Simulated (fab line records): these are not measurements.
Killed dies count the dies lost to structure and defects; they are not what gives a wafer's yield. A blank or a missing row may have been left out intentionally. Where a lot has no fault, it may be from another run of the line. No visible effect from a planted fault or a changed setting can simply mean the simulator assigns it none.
Which tool did it?	flow n5_finfet	30 wafers from 10 lots sampled at 4 of the route's 1938 steps

WHAT EACH GAUGE READ, for each wafer
N5_MIM_TOP_LITHO_CD_MEAS_08: the cd target is 2000 nm. Usual: cd_nm reads 1998.9 nm (standard deviation 2.5).
lot	measured	on	cd_nm (nm)	flag
L421	day 12 11:33	cd_sem-02	1998.4 2000.0 2002.2	
L422	day 12 22:28	cd_sem-03	1995.8 1996.1 1996.9	
L423	day 13 00:36	cd_sem-02	1995.8 1998.0 1992.1	
L425	day 13 06:46	cd_sem-01	1999.2 1999.2 1999.0	
L426	day 13 08:48	cd_sem-01	1998.4 1994.9 2000.1	
L428	day 14 03:10	cd_sem-03	1994.5 1996.3 1996.2	
L429	day 14 07:10	cd_sem-03	1994.1 1996.8 1998.9	
L432	day 15 13:07	cd_sem-03	1998.2 1999.7 1996.5	
L439	day 16 22:23	cd_sem-03	1999.2 1996.2 1997.3	
L441	day 17 22:22	cd_sem-03	2001.1 2002.5 2002.6	

N5_MIM_BOT_LITHO_OVL_MEAS_11. Usual: MIM_BOT_OVL typically reads -1 nm, with standard deviation 4.7.
lot	measured	on	MIM_BOT_OVL (nm)	flag
L421	day 12 12:20	overlay-01	-11 1 -1	
L422	day 12 23:21	overlay-01	0 0 -5	
L423	day 13 01:44	overlay-02	-5 -4 0	
L425	day 13 07:40	overlay-02	9 10 -1	
L426	day 13 10:11	overlay-01	-5 -3 2	
L428	day 14 03:56	overlay-01	2 7 -1	
L429	day 14 08:03	overlay-02	-4 -1 0	
L432	day 15 14:10	overlay-02	-4 -3 2	
L439	day 16 23:16	overlay-02	568 569 559	OFF
L441	day 17 23:17	overlay-02	561 566 556	OFF

WHAT TOOL EACH LOT RAN ON (gives the tool, then ch and the chambers of the sampled wafers, and finally the start)
lot	N5_BEOL_M15_DEP_53	N5_MIM_BOT_LITHO_EXPOSE_05
L421	pecvd-02 ch 0,1, day 12 08:38	krf_scanner-01 ch 0, day 12 12:07
L422	pecvd-02 ch 0,1, day 12 18:09	krf_scanner-02 ch 0, day 12 23:09
L423	pecvd-01 ch 0,1, day 12 19:08	krf_scanner-01 ch 0, day 13 01:31
L425	pecvd-02 ch 2, day 13 02:56	krf_scanner-02 ch 0, day 13 07:28
L426	pecvd-02 ch 0,2, day 13 03:35	krf_scanner-02 ch 0, day 13 09:59
L428	pecvd-02 ch 0,2, day 13 19:58	krf_scanner-02 ch 0, day 14 03:44
L429	pecvd-01 ch 1,2, day 14 03:37	krf_scanner-01 ch 0, day 14 07:50
L432	pecvd-02 ch 0,1, day 15 09:49	krf_scanner-02 ch 0, day 15 13:58
L439	pecvd-02 ch 0,1,2, day 16 19:38	krf_scanner-02 ch 0, day 16 23:04
L441	pecvd-04 ch 0,2, day 17 17:19	krf_scanner-02 ch 0, day 17 23:05
- N5_BEOL_M15_DEP_53: deposits SiCN from 3MS/NH3, target thk 50 nm, time 17.8 s.
- N5_MIM_BOT_LITHO_EXPOSE_05: exposes mask MIM BOT.

AS READ BY THE TOOLS THEMSELVES (means over the sampled wafers that have a number; for cases with no such wafer, the mark the record gives instead)
N5_BEOL_M15_DEP_53. Usual: showerhead_plenum_p_Torr 4.152 Torr, standard deviation 0.019; throttle_valve_pct 18.8 %, standard deviation 1.
lot	tool	showerhead_plenum_p_Torr (Torr)	throttle_valve_pct (%)	flag
L421	pecvd-02	4.156	18.8	
L422	pecvd-02	4.152	19.2	
L423	pecvd-01	4.184	20.0	
L425	pecvd-02	4.140	17.9	
L426	pecvd-02	4.147	18.5	
L428	pecvd-02	4.146	18.8	
L429	pecvd-01	4.170	18.9	
L432	pecvd-02	4.148	19.4	
L439	pecvd-02	4.151	18.8	
L441	pecvd-04	4.134	18.3	

N5_MIM_BOT_LITHO_EXPOSE_05. Usual: stage_vel_mm_s 500.07 mm/s, standard deviation 0.23.
lot	tool	stage_vel_mm_s (mm/s)	flag
L421	krf_scanner-01	500.01	
L422	krf_scanner-02	500.14	
L423	krf_scanner-01	500.33	
L425	krf_scanner-02	500.19	
L426	krf_scanner-02	500.15	
L428	krf_scanner-02	500.34	
L429	krf_scanner-01	500.10	
L432	krf_scanner-02	500.06	
L439	krf_scanner-02	500.21	
L441	krf_scanner-02	500.20	

THE ANSWER, worked out from the rows above alone
Rule: lot off if the mean of its wafers having a number is beyond 3 standard deviations from the usual mean. Also off: a lot with no number at a reading for which 4 or more lots have one. All remaining lots with rows at the step are treated as sound. Order of review: gauges by route order, followed by the tools' own readings, for which a lot's mean as printed above is used. At the first step where some lot is off, the reading lying furthest off is the one used; lots without a number count as furthest.
Off: L439, L441, at N5_MIM_BOT_LITHO_OVL_MEAS_11 (MIM_BOT_OVL).
If a tool, at a process step before that reading, ran all the lots that are off and no sound lot after the first of them, it fits. Gauges at N5_MIM_BOT_LITHO_OVL_MEAS_11: tried the same way as those tools. 2 tools fit, krf_scanner-02 at N5_MIM_BOT_LITHO_EXPOSE_05 and overlay-02 at N5_MIM_BOT_LITHO_OVL_MEAS_11, so this cannot tell which one it is.

WHAT HAD BEEN PUT IN BY THE SIMULATOR
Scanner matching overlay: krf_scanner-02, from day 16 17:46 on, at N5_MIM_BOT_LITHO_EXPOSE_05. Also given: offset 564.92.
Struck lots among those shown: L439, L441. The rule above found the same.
